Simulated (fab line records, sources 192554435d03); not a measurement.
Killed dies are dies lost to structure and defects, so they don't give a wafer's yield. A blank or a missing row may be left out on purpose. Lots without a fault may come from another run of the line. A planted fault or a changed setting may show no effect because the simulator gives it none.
fab line records | flow n5_finfet | part 2 of 2: steps 21 to 34 of 34
record lots=5 wafers=15 last_day=19
route steps=1938 shown HKMG_FIN@399
lots that met no fault: from a run of the same line without faults
start_h: hours from the record's first day to the start of the lot's first wafer shown | wait_h: hours since the lot's step before | " the same as in the row above | L1.1+2: a row that stands for several wafers | - no value, or no start given | * or withheld: withheld | < > ~ a bound
route shown NAME@n: a module of which the file shows steps, and the number in the route of the first | usual: mean/standard deviation of fault-free wafers | same: alike in all rows | chamber/n: place in a boat | sites: the reading at each site | _std_site: their standard deviation | _edge_site: outer sites' mean less inner sites' | radius_mm: how far each site lies from the wafer's centre | mask NAME#n: copy n | behind: the tool/chamber that last shaped the wafer | hold: why the lot was held/for how many hours/how that ended | device: the transistor (n, p or np) that didn't switch | end of line: the same wafers' tests at the end of the route | a step without rows: its recipe alone | killed: dies lost to structure and defects at the first sort, not the wafer's yield | map: a wafer's dies, x killed, . not, _ none there
set.NAME: the setting as run; set.NAME@STEP: as run at that earlier step | model.NAME: the simulator's own value behind a step, which no gauge read
lots at some steps of the route; a table a step, a row a wafer
services: from which hour (start_h, from the record's first day; less than 0 if before it) a tool's chamber was out of use, for how many hours, and why
## steps
# step N5_HKMG_FIN_ALD_36
# recipe material=TiN target_thk_a=10 temp_c=400 ald_precursor_family=TiCl4 ald_co_reactant=NH3 pulse_time_s=1 purge_time_s=3 co_reactant_purge_time_s=2 co_reactant_pulse_time_s=2 ald_cycles=47 pressure_torr=3
# usual heater_power_w=879/86 precursor_pulse_height_rel=1.000/0.021
# same purge_time_s=3
# columns lot.wafer tool chamber start_h wait_h heater_power_w precursor_pulse_height_rel
L082.1 ald_metal-02 0 122.65 0.0 904 0.965
L082.4 " 1 " " 914 1.010
L082.6 " 0 " " 910 1.012
L086.1 ald_metal-02 3 146.59 0.0 856 0.995
L086.5 " 2 " " 917 1.004
L086.6 " 0 " " 928 1.009
L087.2 ald_metal-03 1 151.77 0.0 757 1.015
L087.3 " 2 " " 857 0.997
L087.5 " 2 " " 878 1.003
L093.1 ald_metal-03 3 188.32 0.0 782 1.030
L093.2 " 2 " " 870 1.007
L093.6 " 3 " " 768 0.996
L097.3 ald_metal-02 1 218.65 0.0 931 1.035
L097.4 " 2 " " 935 0.987
L097.6 " 0 " " 955 0.974
# step N5_HKMG_FIN_THK_MEAS_70
# recipe thk_meas_gauge=xrf reads=HfO2_of_HKMG_FIN_HK_ALD_01
# usual HK_THK=1.576/0.022
# columns lot.wafer tool chamber start_h wait_h HK_THK[nm]
L082.1 film_metro-01 - 122.93 0.2 1.566
L082.4 " - " " 1.545
L082.6 " - " " 1.564
L086.1 film_metro-02 - 146.87 0.2 1.589
L086.5 " - " " 1.607
L086.6 " - " " 1.575
L087.2 film_metro-01 - 152.05 0.2 1.582
L087.3 " - " " 1.581
L087.5 " - " " 1.588
L093.1 film_metro-02 - 188.60 0.2 1.568
L093.2 " - " " 1.562
L093.6 " - " " 1.579
L097.3 film_metro-01 - 218.93 0.2 1.572
L097.4 " - " " 1.571
L097.6 " - " " 1.574
# step N5_HKMG_FIN_PWFM_ALD_03
# recipe material=TiN target_thk_a=20 temp_c=400 ald_precursor_family=TiCl4 ald_co_reactant=NH3 pulse_time_s=1 purge_time_s=3 co_reactant_purge_time_s=2 co_reactant_pulse_time_s=2 ald_cycles=91 pressure_torr=3
# usual heater_power_w=864/99 precursor_pulse_height_rel=0.997/0.019
# same purge_time_s=3
# columns lot.wafer tool chamber start_h wait_h heater_power_w precursor_pulse_height_rel
L082.1 ald_metal-01 0 122.97 0.0 989 0.996
L082.4 " 2 " " 900 1.011
L082.6 " 1 " " 708 0.992
L086.1 ald_metal-01 0 146.91 0.0 1007 0.981
L086.5 " 3 " " 884 0.979
L086.6 " 0 " " 965 0.997
L087.2 ald_metal-01 0 152.09 0.0 998 1.037
L087.3 " 2 " " 914 0.995
L087.5 " 0 " " 970 0.983
L093.1 ald_metal-01 1 188.64 0.0 720 0.994
L093.2 " 3 " " 870 0.988
L093.6 " 2 " " 897 0.983
L097.3 ald_metal-01 1 218.97 0.0 703 0.999
L097.4 " 0 " " 999 0.978
L097.6 " 2 " " 889 1.021
# step N5_HKMG_FIN_COAT_29
# recipe resist=SOC temp_c=250 time_s=60 spin_rpm=1500 resist_thk_nm=300
# columns lot.wafer tool chamber start_h wait_h
L082.1+4+6 litho_track-01 0 123.44 0.2
L086.1+5+6 litho_track-05 0 147.38 0.2
L087.2+3+5 litho_track-01 0 152.56 0.2
L093.1+2+6 litho_track-01 0 189.11 0.2
L097.3+4+6 litho_track-05 0 219.44 0.2
# step N5_HKMG_FIN_COAT_30
# recipe resist=SiARC temp_c=220 time_s=60 spin_rpm=1500 resist_thk_nm=35
# columns lot.wafer tool chamber start_h wait_h
L082.1+4+6 litho_track-01 0 - -
L086.1+5+6 litho_track-05 0 - -
L087.2+3+5 litho_track-01 0 - -
L093.1+2+6 litho_track-01 0 - -
L097.3+4+6 litho_track-05 0 - -
# step N5_HKMG_FIN_COAT_06
# recipe resist=CAR-ArF spin_rpm=1500 resist_thk_nm=90
# columns lot.wafer tool chamber start_h wait_h
L082.1+4+6 litho_track-01 0 - -
L086.1+5+6 litho_track-05 0 - -
L087.2+3+5 litho_track-01 0 - -
L093.1+2+6 litho_track-01 0 - -
L097.3+4+6 litho_track-05 0 - -
# step N5_HKMG_FIN_EBR_08
# recipe solvent=PGMEA ebr_width_mm=1.5
# columns lot.wafer tool chamber start_h wait_h
L082.1+4+6 litho_track-01 0 - -
L086.1+5+6 litho_track-05 0 - -
L087.2+3+5 litho_track-01 0 - -
L093.1+2+6 litho_track-01 0 - -
L097.3+4+6 litho_track-05 0 - -
# step N5_HKMG_FIN_SOFTBAKE_07
# recipe temp_c=110 time_s=60 resist=CAR-ArF
# columns lot.wafer tool chamber start_h wait_h
L082.1+4+6 litho_track-01 0 - -
L086.1+5+6 litho_track-05 0 - -
L087.2+3+5 litho_track-01 0 - -
L093.1+2+6 litho_track-01 0 - -
L097.3+4+6 litho_track-05 0 - -
# step N5_HKMG_FIN_EXPOSE_09
# recipe mask_id=NWFM na=1.35 source_shape=conventional sigma_outer=0.8 polarization=unpolarized dose_mj=39.25
# columns lot.wafer tool chamber start_h wait_h mask
L082.1+4+6 arfi_scanner-01 0 123.55 - NWFM#0
L086.1+5+6 arfi_scanner-02 0 147.62 - NWFM#0
L087.2+3+5 arfi_scanner-02 0 152.68 - NWFM#0
L093.1+2+6 arfi_scanner-02 0 189.35 - NWFM#0
L097.3+4+6 arfi_scanner-01 0 219.57 - NWFM#0
# step N5_HKMG_FIN_PEB_10
# recipe peb_temp_c=withheld peb_time_s=60 resist=CAR-ArF
# columns lot.wafer tool chamber start_h wait_h
L082.1+4+6 litho_track-01 0 123.61 0.1
L086.1+5+6 litho_track-05 0 147.68 0.1
L087.2+3+5 litho_track-02 0 152.73 0.0
L093.1+2+6 litho_track-02 0 189.41 0.1
L097.3+4+6 litho_track-05 0 219.62 0.0
# step N5_HKMG_FIN_DEVELOP_11
# recipe develop_time_s=30 developer=TMAH resist=CAR-ArF dev_temp_c=23 rinse_liquid=diw dry=air_spin
# columns lot.wafer tool chamber start_h wait_h
L082.1+4+6 litho_track-01 0 - -
L086.1+5+6 litho_track-05 0 - -
L087.2+3+5 litho_track-02 0 - -
L093.1+2+6 litho_track-02 0 - -
L097.3+4+6 litho_track-05 0 - -
# step N5_HKMG_FIN_CD_MEAS_12
# recipe target_cd_nm=92.8 landing_energy_ev=500 detector=se_inlens
# usual cd_nm=92.9/0.49
# columns lot.wafer tool chamber start_h wait_h cd_nm
L082.1 cd_sem-02 0 123.68 - 92.5
L082.4 " 0 " " 93.1
L082.6 " 0 " " 92.4
L086.1 cd_sem-03 0 147.74 - 92.8
L086.5 " 0 " " 94.0
L086.6 " 0 " " 92.6
L087.2 cd_sem-01 0 152.80 - 93.0
L087.3 " 0 " " 93.2
L087.5 " 0 " " 93.1
L093.1 cd_sem-02 0 189.48 - 92.8
L093.2 " 0 " " 93.1
L093.6 " 0 " " 93.0
L097.3 cd_sem-03 0 219.68 - 93.4
L097.4 " 0 " " 93.3
L097.6 " 0 " " 93.7
# step N5_HKMG_FIN_OVL_MEAS_13
# recipe points_per_wafer=44
# usual NWFM_OVL=0.4/0.59
# columns lot.wafer tool chamber start_h wait_h NWFM_OVL[nm]
L082.1 overlay-02 0 123.71 0.0 0.9
L082.4 " 0 " " 1.0
L082.6 " 0 " " 0.8
L086.1 overlay-01 0 147.78 0.0 1.0
L086.5 " 0 " " 1.0
L086.6 " 0 " " -0.3
L087.2 overlay-01 0 152.83 0.0 0.2
L087.3 " 0 " " -1.0
L087.5 " 0 " " -0.2
L093.1 overlay-02 0 189.51 0.0 -0.1
L093.2 " 0 " " -0.1
L093.6 " 0 " " -0.3
L097.3 overlay-01 0 219.71 0.0 -0.9
L097.4 " 0 " " 0.1
L097.6 " 0 " " -0.1
# step N5_HKMG_FIN_INSPECT_14
# recipe mode=adi inspect_instrument=macro
# usual raw_defect_count=2.1/1.5
# columns lot.wafer tool chamber start_h wait_h raw_defect_count
L082.1 defect_inspect-02 - 123.74 0.0 2
L082.4 " - " " 4
L082.6 " - " " 2
L086.1 defect_inspect-02 - 147.80 0.0 3
L086.5 " - " " 1
L086.6 " - " " 1
L087.2 defect_inspect-01 - 152.85 0.0 2
L087.3 " - " " 4
L087.5 " - " " 3
L093.1 defect_inspect-01 - 189.53 0.0 2
L093.2 " - " " 4
L093.6 " - " " 6
L097.3 defect_inspect-02 - 219.74 0.0 2
L097.4 " - " " 1
L097.6 " - " " 3
## services
# columns tool chamber start_h hours kind
ald_metal-01 - 100.45 0.6 repair
arfi_scanner-02 - 104.45 1.0 pm
plasma_asher-01 - 117.89 8.2 repair
rie_diel-04 - 119.54 2.3 repair
ald_metal-02 2 127.61 13.4 repair
rie_diel-05 - 132.88 14.6 pm
thermal_cvd_si-01 2 134.46 7.6 repair
ald_metal-02 1 137.33 14.8 repair
thermal_cvd_si-01 - 142.94 6.1 pm
arfi_scanner-01 - 143.29 4.9 pm
plasma_asher-02 - 146.07 28.1 pm
arfi_scanner-02 - 155.43 0.8 pm
thermal_cvd_si-01 - 164.91 2.2 repair
rie_diel-05 1 173.90 8.8 repair
rie_diel-04 1 176.16 8.1 repair
ald_metal-02 - 179.38 14.6 pm
rie_diel-01 0 182.28 1.9 repair
plasma_asher-01 - 183.68 14.6 pm
wet_bench-04 - 185.28 1.9 pm
rie_diel-01 2 190.80 1.6 repair
ald_metal-02 - 193.98 2.8 pm
ald_metal-03 - 211.76 14.6 pm
rie_diel-04 0 214.62 7.9 repair
arfi_scanner-02 - 217.41 1.3 pm
